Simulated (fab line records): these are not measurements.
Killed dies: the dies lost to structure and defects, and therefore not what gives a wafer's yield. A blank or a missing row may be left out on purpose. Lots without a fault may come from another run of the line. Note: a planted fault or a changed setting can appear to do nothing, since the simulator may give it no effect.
Chamber matching :: flow n5 finfet :: N5_BEOL_M9_PECVD_70 on pecvd-02: 3 sister chambers
The step deposits SiO2 from TEOS/O2, target thk 20 nm, time 22.7 s. 18 wafers are shown with their chamber, then 9 later ones without.

## WAFERS WITH THEIR CHAMBER
wafer: L074.1
chamber: 2
showerhead plenum p Torr (Torr): 8.76
throttle valve pct (%): 22.2
heater power w (W): 706

wafer: L074.4
chamber: 0
showerhead plenum p Torr (Torr): 8.82
throttle valve pct (%): 22.1
heater power w (W): 711

wafer: L074.6
chamber: 1
showerhead plenum p Torr (Torr): 8.81
throttle valve pct (%): 21.7
heater power w (W): 643

wafer: L076.1
chamber: 0
showerhead plenum p Torr (Torr): 8.87
throttle valve pct (%): 21.7
heater power w (W): 696

wafer: L076.2
chamber: 2
showerhead plenum p Torr (Torr): 8.73
throttle valve pct (%): 22.5
heater power w (W): 698

wafer: L076.3
chamber: 1
showerhead plenum p Torr (Torr): 8.78
throttle valve pct (%): 22.0
heater power w (W): 616

wafer: L076.4
chamber: 2
showerhead plenum p Torr (Torr): 8.77
throttle valve pct (%): 22.2
heater power w (W): 704

wafer: L076.5
chamber: 1
showerhead plenum p Torr (Torr): 8.77
throttle valve pct (%): 21.7
heater power w (W): 616

wafer: L076.6
chamber: 0
showerhead plenum p Torr (Torr): 8.83
throttle valve pct (%): 21.7
heater power w (W): 686

wafer: L078.1
chamber: 0
showerhead plenum p Torr (Torr): 8.84
throttle valve pct (%): 22.1
heater power w (W): 751

wafer: L078.4
chamber: 1
showerhead plenum p Torr (Torr): 8.79
throttle valve pct (%): 21.4
heater power w (W): 682

wafer: L078.6
chamber: 2
showerhead plenum p Torr (Torr): 8.75
throttle valve pct (%): 22.5
heater power w (W): 624

wafer: L081.1
chamber: 0
showerhead plenum p Torr (Torr): 8.86
throttle valve pct (%): 22.1
heater power w (W): 813

wafer: L081.4
chamber: 1
showerhead plenum p Torr (Torr): 8.76
throttle valve pct (%): 21.9
heater power w (W): 541

wafer: L081.5
chamber: 0
showerhead plenum p Torr (Torr): 8.84
throttle valve pct (%): 21.8
heater power w (W): 820

wafer: L082.1
chamber: 2
showerhead plenum p Torr (Torr): 8.75
throttle valve pct (%): 22.2
heater power w (W): 679

wafer: L082.5
chamber: 1
showerhead plenum p Torr (Torr): 8.79
throttle valve pct (%): 21.9
heater power w (W): 649

wafer: L082.6
chamber: 0
showerhead plenum p Torr (Torr): 8.84
throttle valve pct (%): 21.8
heater power w (W): 855

SIGNATURES, as means of the wafers listed above
reading: showerhead plenum p Torr
chamber 0: 8.8429
chamber 1: 8.7833
chamber 2: 8.7520
scatter within a chamber: 0.0166

reading: throttle valve pct
chamber 0: 21.900
chamber 1: 21.767
chamber 2: 22.320
scatter within a chamber: 0.193

reading: heater power w
chamber 0: 761.71
chamber 1: 624.50
chamber 2: 682.20
scatter within a chamber: 53.9
Rule: a wafer lies at a distance from a chamber equal to the root of the sum of squares, over the readings, of (its reading less the chamber's mean, divided by the reading's scatter). The wafer belongs to the nearest chamber; if the next one is less than 2 further off, it can't be placed. The scatter is the square root of a quotient: the sum, over the shown wafers, of each reading's squared deviation from its chamber's mean, divided by wafers minus chambers.

## WAFERS WHOSE CHAMBER IS MISSING
wafer: L086.1
showerhead plenum p Torr (Torr): 8.82
throttle valve pct (%): 22.0
heater power w (W): 817

wafer: L086.4
showerhead plenum p Torr (Torr): 8.73
throttle valve pct (%): 22.5
heater power w (W): 690

wafer: L086.5
showerhead plenum p Torr (Torr): 8.77
throttle valve pct (%): 22.4
heater power w (W): 688

wafer: L091.2
showerhead plenum p Torr (Torr): 8.78
throttle valve pct (%): 21.6
heater power w (W): 607

wafer: L091.3
showerhead plenum p Torr (Torr): 8.85
throttle valve pct (%): 21.9
heater power w (W): 798

wafer: L091.4
showerhead plenum p Torr (Torr): 8.83
throttle valve pct (%): 22.2
heater power w (W): 810

wafer: L097.1
showerhead plenum p Torr (Torr): 8.83
throttle valve pct (%): 21.8
heater power w (W): 830

wafer: L097.2
showerhead plenum p Torr (Torr): 8.79
throttle valve pct (%): 21.8
heater power w (W): 561

wafer: L097.5
showerhead plenum p Torr (Torr): 8.82
throttle valve pct (%): 21.9
heater power w (W): 834

## WHICH CHAMBER EACH WENT THROUGH
wafer: L086.1
from the rows above: 0
in truth: 0

wafer: L086.4
from the rows above: 2
in truth: 2

wafer: L086.5
from the rows above: 2
in truth: 2

wafer: L091.2
from the rows above: 1
in truth: 1

wafer: L091.3
from the rows above: 0
in truth: 0

wafer: L091.4
from the rows above: 0
in truth: 0

wafer: L097.1
from the rows above: 0
in truth: 0

wafer: L097.2
from the rows above: 1
in truth: 1

wafer: L097.5
from the rows above: 0
in truth: 0
Correct placement for 9 of the 9. Can't be placed from these rows: 0. Wrongly placed: 0.
